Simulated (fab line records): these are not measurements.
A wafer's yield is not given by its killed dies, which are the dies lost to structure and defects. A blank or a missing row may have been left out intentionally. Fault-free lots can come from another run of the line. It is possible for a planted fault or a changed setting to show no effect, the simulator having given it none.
Problem report in the 8D (eight disciplines) form, filled by code / flow n5Finfet / the parts of the form that need people (team, actions taken, sign-off) are left out

== 1. THE PROBLEM ==
killed_at_M0_to_M3 at N5_PASSIVATION_PROBE_49 reads a mean of 75 on 1 wafer of 1 lot; wafers without a fault read 34 with a standard deviation of 9.2. Measured from the usual mean, that is +4.5 standard deviations.
The first sign was on wafer L775.1 at day 20 22:41, on prober-02. The record holds 3 wafers of 1 lot with a number at this step. Rule for "out", or "out of limits": more than 4 standard deviations from the usual mean. Any other wafer with a number is counted as sound.

== 2. WHAT IT IS; WHAT IT IS NOT ==
question=which readings at this step | is=killed_at_M0_to_M3 | is not=killed_at_M4_up, killedAtContacts, killedAtFrontEnd, killedAtOther, killedOpen, killedShort, sort_bin_5_function, sort_bin_6_memory
question=which lots | is=L775 | is not=-
question=which wafers of those lots | is=L775.1 | is not=L775.4, L775.5
question=read on which tools | is=prober-02 | is not=-
question=when | is=from day 20 22:41 | is not=up to then (0 sound wafers); but 2 sound wafers of L775 came after

== 3. THE SUSPECTS, EACH WITH WHAT RULES IT OUT ==
Counting: if a tool at a process step up to the reading ran every lot that is out, it stays a suspect. Sound lots after the first of them don't rule it out here, since some wafers of a struck lot are sound.
- pvdSputter-02 at N5_BEOL_M3_SPUTTER_96 (material Cu, target thk 4.5 nm, time 8.29 s): kept. It ran the lot that is out, L775 (day 15 14:23).
- rieDiel-03 at N5_BEOL_M15_ETCH_61 (etches BARC in N2/H2, target depth 89 nm, overetch 26.7 nm, time 67.9 s): kept. It ran the lot that is out, L775 (day 20 06:34).
- prober-02 at N5_PASSIVATION_PROBE_49: kept. It ran the lot that is out, L775 (day 20 22:41). On those wafers its own readings are out: killed_at_M0_to_M3.
Left after counting: pvdSputter-02 at N5_BEOL_M3_SPUTTER_96, rieDiel-03 at N5_BEOL_M15_ETCH_61, prober-02 at N5_PASSIVATION_PROBE_49.

== 4. THE CAUSE (what the simulator had put in) ==
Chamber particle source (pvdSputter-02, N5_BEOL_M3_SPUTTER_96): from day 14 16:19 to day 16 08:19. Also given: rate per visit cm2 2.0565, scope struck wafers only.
After counting, 3 suspects remain, this tool included.

== 5. THE CHAIN OF EFFECTS, in route order ==
One row per reading whose mean, taken over the struck wafers that have a number, lies over 3 standard deviations from the usual. Only readings for which the record gives a usual standard deviation are gone through. hours: the time from each lot's start at the first step in this table that gives one to its start at this step, as a median over the lots. sigmas: the change in usual standard deviations.
hours=0; step=N5_PASSIVATION_PROBE_49; reading=killed_at_M0_to_M3; usual=34; on struck wafers=75; change=+41; sigmas=+4.5
hours=0; step=N5_PASSIVATION_PROBE_49; reading=killedOnRim; usual=14; on struck wafers=26; change=+12; sigmas=+3.2
The process steps in it:
- N5_PASSIVATION_PROBE_49

== 6. WHAT WOULD HAVE CAUGHT IT SOONER ==
In this record no reading fell out of limits until day 20 22:41, 150 hours after the fault had begun at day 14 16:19.
No tool reading at N5_BEOL_M3_SPUTTER_96 that has a usual standard deviation in the record was out on any struck wafer, so an alarm limit of 4 standard deviations on those readings would not have fired.
The start of N5_BEOL_M3_SPUTTER_96 on pvdSputter-02 came by day 20 22:41 for every one of the lots that are out (1). None of them would have been spared by holding the tool at that moment.
